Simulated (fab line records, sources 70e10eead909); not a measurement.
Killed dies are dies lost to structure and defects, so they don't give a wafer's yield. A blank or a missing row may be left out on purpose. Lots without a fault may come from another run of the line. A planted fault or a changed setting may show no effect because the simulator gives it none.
fab line records | flow nand_harc
record lots=14 wafers=42 last_day=34
route steps=1302 shown A_STAIRCASE@708
lots that met no fault: from a run of the same line without faults
start_h: hours from the record's first day to the start of the lot's first wafer shown | wait_h: hours since the lot's step before | " the same as in the row above | L1.1+2: a row that stands for several wafers | - no value, or no start given | * or withheld: withheld | < > ~ a bound
route shown NAME@n: a module of which the file shows steps, and the number in the route of the first | usual: mean/standard deviation of fault-free wafers | same: alike in all rows | chamber/n: place in a boat | sites: the reading at each site | _std_site: their standard deviation | _edge_site: outer sites' mean less inner sites' | radius_mm: how far each site lies from the wafer's centre | mask NAME#n: copy n | behind: the tool/chamber that last shaped the wafer | hold: why the lot was held/for how many hours/how that ended | device: the transistor (n, p or np) that didn't switch | end of line: the same wafers' tests at the end of the route | a step without rows: its recipe alone | killed: dies lost to structure and defects at the first sort, not the wafer's yield | map: a wafer's dies, x killed, . not, _ none there
set.NAME: the setting as run; set.NAME@STEP: as run at that earlier step | model.NAME: the simulator's own value behind a step, which no gauge read
steps of the route over a sample of lots; a table a step, a row a wafer
services: from which hour (start_h, from the record's first day; less than 0 if before it) a tool's chamber was out of use, for how many hours, and why
## steps
# step NHARC_A_STAIRCASE_ETCH_194
# recipe target_depth_a=1000 time_s=40.5 ion_energy_ev=400 c4f8_flow_sccm=20 o2_flow_sccm=10 ar_flow_sccm=withheld rf_w=600 bias_w=1000 chemistry=C4F8/O2
# usual oes_product_au=0.940/0.012 rf_vpp_V=894/4.8
# columns lot.wafer tool chamber start_h wait_h oes_product_au rf_hours_counter_h rf_vpp_V
L854.4 rie_diel-03 1 - - 0.952 20 900
L854.2 " 0 " " 0.936 21 898
L854.5 " 2 " " 0.935 - 888
L855.2 rie_diel-03 3 - - 0.952 26 895
L855.4 " 0 " " 0.945 22 899
L855.5 " 3 " " 0.942 - 895
L858.1 rie_diel-03 2 - - 0.919 35 887
L858.3 " 3 " " 0.903 35 896
L858.5 " 2 " " 0.914 - 888
L856.1 rie_diel-03 0 - - 0.937 32 896
L856.2 " 2 " " 0.929 36 888
L856.6 " 2 " " 0.921 - 889
L857.1 rie_diel-05 0 - - 0.945 43 887
L857.4 " 1 " " 0.948 47 901
L857.6 " 1 " " 0.937 - 900
L859.4 rie_diel-03 3 - - 0.932 - 895
L859.6 " 0 " " 0.931 - 898
L859.5 " 2 " " 0.941 - 887
L868.2 rie_diel-05 0 - - 0.938 25 888
L868.3 " 2 " " 0.954 26 892
L868.4 " 3 " " 0.952 26 895
L869.4 rie_diel-02 1 - - 0.941 34 892
L869.3 " 2 " " 0.962 34 888
L869.6 " 1 " " 0.944 - 892
L872.1 rie_diel-05 3 - - 0.944 36 896
L872.4 " 0 " " 0.934 34 887
L872.5 " 2 " " 0.939 - 892
L871.1 rie_diel-05 1 - - 0.955 34 900
L871.3 " 2 " " 0.951 36 893
L871.5 " 0 " " 0.926 - 887
L873.2 rie_diel-02 1 - - 0.924 52 890
L873.4 " 3 " " 0.968 48 894
L873.5 " 1 " " 0.923 - 890
L875.4 rie_diel-02 2 - - 0.934 55 890
L875.5 " 0 " " 0.944 - 897
L875.6 " 1 " " 0.924 - 889
L876.2 rie_diel-05 2 - - 0.940 58 891
L876.4 " 3 " " 0.962 54 896
L876.5 " 1 " " 0.926 - 900
L877.2 rie_diel-05 1 - - 0.934 0 899
L877.1 " 0 " " 0.949 0 906
L877.5 " 1 " " 0.941 - 899
# step NHARC_A_STAIRCASE_TRIM_198
# recipe time_s=211.2 o2_flow_sccm=500 ar_flow_sccm=0 bias_w=0 chemistry=O2
# usual chamber_pressure_mTorr=60.01/0.053 drypump_motor_current_A=6.0/0.49 mfc_ar_sccm=0.004/0.0057 o2_flow_sccm=500.3/1.5 oes_product_au=0.997/0.0084 rf_vpp_V=57.8/0.87 showerhead_plenum_p_Torr=3.48/0.13 throttle_valve_pct=17.036/0.01
# same bias_w=0
# columns lot.wafer tool chamber start_h wait_h chamber_pressure_mTorr drypump_motor_current_A mfc_ar_sccm o2_flow_sccm oes_product_au rf_hours_counter_h rf_vpp_V showerhead_plenum_p_Torr throttle_valve_pct
L854.4 rie_diel-03 2 - - 60.01 6.7 0 498.8 0.997 23 57.5 3.31 17.048
L854.2 " 3 " " 59.95 6.3 0.012 500.2 0.988 24 59.5 3.54 17.021
L854.5 " 1 " " 60.07 5.6 0 502.1 0.999 - 57.4 3.64 17.027
L855.2 rie_diel-03 2 - - 59.96 6.6 0 498.1 1.006 25 57.3 3.31 17.039
L855.4 " 0 " " 59.95 5.7 0 496.7 1.003 22 57.6 3.58 17.044
L855.5 " 2 " " 59.91 6.6 0 498.3 0.998 - 57.1 3.31 17.037
L858.3 rie_diel-02 2 - - 60.00 6.0 0.005 500.7 1.002 57 56.8 3.33 17.037
L858.1 " 1 " " 60.05 6.0 0.006 497.5 1.000 60 57.7 3.41 17.036
L858.5 " 3 " " 60.01 6.1 0.010 502.1 1.002 - 57.6 3.51 17.032
L856.2 rie_diel-03 2 - - 60.09 6.6 0 501.1 0.989 36 58.4 3.31 17.042
L856.1 " 3 " " 60.00 6.3 0.012 499.6 0.986 37 59.4 3.53 17.042
L856.6 " 0 " " 60.03 5.7 0 501.0 0.990 - 57.6 3.58 17.038
L857.1 rie_diel-05 0 - - 60.06 6.7 0 498.8 1.007 43 58.1 3.29 17.026
L857.4 " 1 " " 59.98 6.2 0.015 498.6 0.993 47 57.3 3.66 17.041
L857.6 " 3 " " 60.03 5.2 0 501.2 0.989 - 57.9 3.56 17.039
L859.5 rie_diel-03 2 - - 60.03 6.6 0 497.6 0.998 - 55.6 3.30 17.034
L859.6 " 3 " " 60.05 6.3 0.012 498.7 0.985 - 57.8 3.53 17.031
L859.4 " 0 " " 60.06 5.7 0 501.8 0.986 - 56.3 3.58 17.043
L868.4 rie_diel-05 3 - - 59.99 5.2 0 502.7 1.017 26 58.4 3.54 17.059
L868.3 " 0 " " 59.97 6.7 0 498.9 0.991 25 56.8 3.28 17.026
L868.2 " 2 " " 60.07 5.9 0.006 501.1 1.007 26 58.6 3.42 17.033
L869.3 rie_diel-05 0 - - 59.92 6.8 0 499.4 0.996 27 58.3 3.28 17.028
L869.4 " 2 " " 60.00 5.9 0.006 501.4 0.992 27 57.9 3.42 17.042
L869.6 " 3 " " 60.00 5.2 0 499.2 0.999 - 56.7 3.54 17.041
L872.1 rie_diel-03 0 - - 60.08 5.7 0 500.9 0.998 19 59.1 3.56 17.033
L872.5 " 0 " " 59.99 5.7 0 500.1 1.004 - 56.5 3.56 17.049
L872.4 " 2 " " 59.95 6.6 0 500.4 0.998 - 58.1 3.28 17.033
L871.1 rie_diel-05 1 - - 60.00 6.2 0.015 500.4 0.996 34 59.5 3.64 17.038
L871.3 " 0 " " 60.05 6.7 0 502.5 0.987 34 56.6 3.27 17.043
L871.5 " 2 " " 60.02 5.8 0.006 500.6 1.001 - 58.4 3.42 17.041
L873.4 rie_diel-03 0 - - 60.00 5.6 0 502.2 0.996 31 56.9 3.55 17.040
L873.2 " 1 " " 60.01 5.6 0 498.9 0.988 24 57.0 3.62 17.031
L873.5 " 1 " " 60.06 5.6 0 500.7 0.994 - 57.7 3.62 17.048
L875.4 rie_diel-05 0 - - 60.03 6.8 0 503.3 0.991 - 57.4 3.27 17.035
L875.5 " 1 " " 60.01 6.2 0.015 500.1 0.997 - 57.3 3.63 17.054
L875.6 " 3 " " 60.02 5.2 0 500.0 1.004 - 57.7 3.53 17.028
L876.4 rie_diel-03 0 - - 60.06 5.7 0 502.1 0.997 41 56.9 3.54 17.051
L876.2 " 1 " " 60.06 5.6 0 502.1 0.988 34 57.6 3.61 17.045
L876.5 " 2 " " 59.96 6.6 0 499.5 1.005 - 57.9 3.28 17.029
L877.1 rie_diel-05 0 - - 59.95 6.7 0 500.0 0.994 0 57.7 3.81 17.034
L877.2 " 2 " " 60.03 5.8 0.006 500.2 0.987 1 57.9 3.40 17.046
L877.5 " 1 " " 60.10 6.2 0.015 500.2 1.001 - 57.0 3.63 17.046
# step NHARC_A_STAIRCASE_ETCH_227
# recipe target_depth_a=1000 time_s=40.5 ion_energy_ev=400 c4f8_flow_sccm=20 o2_flow_sccm=10 ar_flow_sccm=withheld rf_w=600 bias_w=1000 chemistry=C4F8/O2
# usual oes_product_au=0.941/0.011 rf_vpp_V=894/4.7
# columns lot.wafer tool chamber start_h wait_h oes_product_au rf_hours_counter_h rf_vpp_V
L854.2 rie_diel-05 3 - - 0.929 27 896
L854.4 " 0 " " 0.958 29 888
L854.5 " 2 " " 0.943 - 892
L855.2 rie_diel-02 3 - - 0.958 49 896
L855.4 " 0 " " 0.958 51 898
L855.5 " 2 " " 0.939 - 890
L858.1 rie_diel-02 2 - - 0.948 58 889
L858.3 " 3 " " 0.945 58 896
L858.5 " 1 " " 0.940 - 892
L856.2 rie_diel-03 2 - - 0.932 38 888
L856.1 " 3 " " 0.927 39 895
L856.6 " 2 " " 0.922 - 887
L857.4 rie_diel-05 1 - - 0.949 49 901
L857.1 " 2 " " 0.948 44 891
L857.6 " 1 " " 0.940 - 902
L859.6 rie_diel-03 3 - - 0.939 - 896
L859.4 " 0 " " 0.942 - 899
L859.5 " 2 " " 0.933 - 888
L868.2 rie_diel-02 3 - - 0.947 29 894
L868.3 " 0 " " 0.946 36 898
L868.4 " 1 " " 0.944 33 890
L869.3 rie_diel-05 0 - - 0.928 28 887
L869.4 " 2 " " 0.933 29 892
L869.6 " 3 " " 0.933 - 897
L872.4 rie_diel-05 2 - - 0.934 37 893
L872.1 " 3 " " 0.949 37 898
L872.5 " 3 " " 0.950 - 898
L871.3 rie_diel-03 1 - - 0.924 16 899
L871.1 " 3 " " 0.917 24 894
L871.5 " 1 " " 0.928 - 900
L873.4 rie_diel-03 1 - - 0.948 25 899
L873.2 " 3 " " 0.947 33 894
L873.5 " 2 " " 0.954 - 886
L875.4 rie_diel-02 0 - - 0.968 58 896
L875.6 " 3 " " 0.957 - 895
L875.5 " 0 " " 0.961 - 897
L876.2 rie_diel-03 0 - - 0.937 41 896
L876.4 " 1 " " 0.942 35 898
L876.5 " 1 " " 0.935 - 900
L877.1 rie_diel-03 3 - - 0.938 48 895
L877.2 " 0 " " 0.931 48 898
L877.5 " 3 " " 0.929 - 893
# step NHARC_A_STAIRCASE_TRIM_229
# recipe time_s=211.2 o2_flow_sccm=500 ar_flow_sccm=0 bias_w=0 chemistry=O2
# usual bias_w=0/0 chamber_pressure_mTorr=60.00/0.054 drypump_motor_current_A=6.0/0.43 mfc_ar_sccm=0.004/0.0051 o2_flow_sccm=500.3/1.5 oes_product_au=0.994/0.0085 rf_vpp_V=57.7/0.93 showerhead_plenum_p_Torr=3.48/0.12 throttle_valve_pct=17.036/0.0086
# columns lot.wafer tool chamber start_h wait_h bias_w chamber_pressure_mTorr drypump_motor_current_A mfc_ar_sccm o2_flow_sccm oes_product_au rf_hours_counter_h rf_vpp_V showerhead_plenum_p_Torr throttle_valve_pct
L854.4 rie_diel-05 2 357.80 0.1 0 60.00 5.8 0.006 503.5 0.998 33 57.9 3.44 17.052
L854.2 " 1 " " 0 60.05 6.2 0.015 501.3 0.996 35 59.1 3.67 17.040
L854.5 " 2 " " 0 59.96 5.8 0.006 501.2 0.998 - 56.9 3.44 17.020
L855.4 rie_diel-02 2 365.08 0.1 0 59.96 6.0 0.005 499.9 1.004 49 58.1 3.34 17.048
L855.2 " 3 " " 0 59.95 6.1 0.010 502.5 1.016 49 58.3 3.51 17.048
L855.5 " 1 " " 0 60.09 6.0 0.006 500.2 0.996 - 58.4 3.41 17.032
L858.3 rie_diel-02 2 393.03 0.1 0 60.04 6.0 0.005 499.9 0.985 58 56.0 3.33 17.043
L858.1 " 3 " " 0 60.03 6.1 0.010 497.5 0.990 58 59.0 3.50 17.038
L858.5 " 2 " " 0 60.01 6.0 0.005 499.9 1.001 - 56.7 3.33 17.037
L856.1 rie_diel-05 2 395.39 0.1 0 60.05 5.8 0.006 501.8 0.988 43 58.0 3.44 17.044
L856.2 " 3 " " 0 59.97 5.2 0 501.0 0.996 39 57.5 3.55 17.027
L856.6 " 3 " " 0 60.08 5.1 0 501.1 1.005 - 58.8 3.55 17.034
L857.1 rie_diel-05 1 397.11 0.1 0 60.03 6.2 0.015 500.2 0.988 49 58.4 3.66 17.041
L857.4 " 2 " " 0 60.00 5.8 0.006 498.9 0.980 44 58.0 3.44 17.031
L857.6 " 1 " " 0 60.03 6.2 0.015 499.8 1.002 - 57.9 3.66 17.046
L859.4 rie_diel-03 3 402.10 0.2 0 60.03 6.3 0.012 498.2 0.983 - 57.7 3.53 17.049
L859.5 " 0 " " 0 59.96 5.7 0 500.0 0.981 - 59.5 3.58 17.029
L859.6 " 2 " " 0 59.99 6.6 0 501.0 0.987 - 56.7 3.30 17.037
L868.2 rie_diel-05 3 499.49 0.1 - - - - - - - - - -
L868.4 " 1 " " - - - - - - - - - -
L868.3 " 2 " " - - - - - - - - - -
L869.4 rie_diel-05 2 505.23 0.1 - - - - - - - - - -
L869.3 " 0 " " - - - - - - - - - -
L869.6 " 1 " " - - - - - - - - - -
L872.1 rie_diel-05 0 533.04 0.1 0 59.93 6.7 0 502.7 0.992 35 56.3 3.27 17.046
L872.4 " 1 " " 0 59.95 6.2 0.015 499.8 1.003 35 56.1 3.64 17.017
L872.5 " 0 " " 0 59.90 6.7 0 501.4 1.001 - 55.7 3.27 17.035
L871.1 rie_diel-03 2 534.86 0.1 0 60.04 6.6 0 499.2 1.009 22 57.7 3.28 17.028
L871.3 " 3 " " 0 60.07 6.3 0.012 499.5 0.991 24 58.5 3.51 17.038
L871.5 " 1 " " 0 59.97 5.6 0 500.0 0.990 - 56.6 3.62 17.038
L873.4 rie_diel-03 1 559.51 0.1 0 59.98 5.6 0 500.5 1.005 25 58.8 3.62 17.039
L873.2 " 0 " " 0 60.06 5.7 0 498.9 1.012 32 56.5 3.55 17.027
L873.5 " 2 " " 0 60.12 6.6 0 502.3 1.014 - 58.2 3.28 17.043
L875.4 rie_diel-03 2 569.87 0.1 0 60.08 6.6 0 496.9 0.999 33 56.6 3.28 17.028
L875.6 " 3 " " 0 60.01 6.3 0.012 499.8 0.989 - 57.4 3.50 17.032
L875.5 " 0 " " 0 59.93 5.7 0 499.6 0.988 - 57.5 3.55 17.047
L876.4 rie_diel-03 1 584.11 0.1 0 60.03 5.6 0 500.4 0.981 35 58.5 3.61 17.021
L876.2 " 2 " " 0 60.03 6.6 0 500.7 1.002 38 56.2 3.28 17.038
L876.5 " 3 " " 0 59.93 6.4 0.012 503.3 0.992 - 56.4 3.50 17.035
L877.2 rie_diel-03 0 598.89 0.1 0 60.04 5.7 0 504.0 0.991 48 57.3 3.54 17.049
L877.1 " 1 " " 0 60.04 5.6 0 501.4 0.987 41 56.7 3.61 17.029
L877.5 " 0 " " 0 60.02 5.7 0 502.7 0.990 - 58.6 3.54 17.039
## services
# columns tool chamber start_h hours kind
rie_diel-03 0 337.37 3.0 repair
rie_diel-03 1 339.30 - clean
rie_diel-03 2 339.30 - clean
rie_diel-03 3 339.30 - clean
rie_diel-03 2 340.82 2.7 repair
rie_diel-03 0 363.80 - clean
rie_diel-03 1 363.80 - clean
rie_diel-03 2 363.80 - clean
rie_diel-03 3 363.80 - clean
rie_diel-03 1 384.70 31.3 repair
rie_diel-03 0 388.68 - clean
rie_diel-03 2 388.68 - clean
rie_diel-03 3 388.68 - clean
rie_diel-02 - 394.44 9.0 pm
rie_diel-05 - 406.98 9.0 pm
rie_diel-02 3 413.34 12.9 repair
rie_diel-03 - 458.30 9.0 pm
rie_diel-03 0 485.25 7.6 repair
rie_diel-05 - 508.42 0.2 repair
rie_diel-03 1 518.37 15.8 repair
rie_diel-05 - 567.52 0.6 repair
rie_diel-02 - 572.22 9.0 pm
rie_diel-05 1 583.19 7.0 repair
rie_diel-05 - 583.98 9.0 pm
## key
first_sign step=NHARC_A_STAIRCASE_TRIM_229 reading=tool_record direction=missing
effect none on later readings
met_at NHARC_A_STAIRCASE_TRIM_229
struck_lots L868,L869
later_rows_left_out L868.2,L868.3,L868.4,L869.3,L869.4,L869.6
sort_left_out L868.2,L868.3,L868.4,L869.3,L869.4,L869.6
tester_left_out L868,L869
not_acting_at NHARC_A_STAIRCASE_ETCH_194,NHARC_A_STAIRCASE_TRIM_198,NHARC_A_STAIRCASE_ETCH_227
onset_between 397.11 499.49
fault kind=skipped_step_whole tool=rie_diel-05 chamber=- onset_h=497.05 steps=NHARC_A_STAIRCASE_TRIM_229 scope=struck_lots_only
# tester_left_out: of these lots the tester's yield and bins aren't shown, on N5 and GAA mostly nor the transistor test; their killed dies are dies lost to structure and defects alone, not to doping, threshold or leakage, so they don't give the yield
# sort_left_out: the simulated sort isn't trusted on such a fault, so these wafers' sort isn't shown, and their yield isn't known
# later_rows_left_out: the simulator's readings of these wafers behind a module that went badly wrong aren't trusted and aren't shown, but for the sort
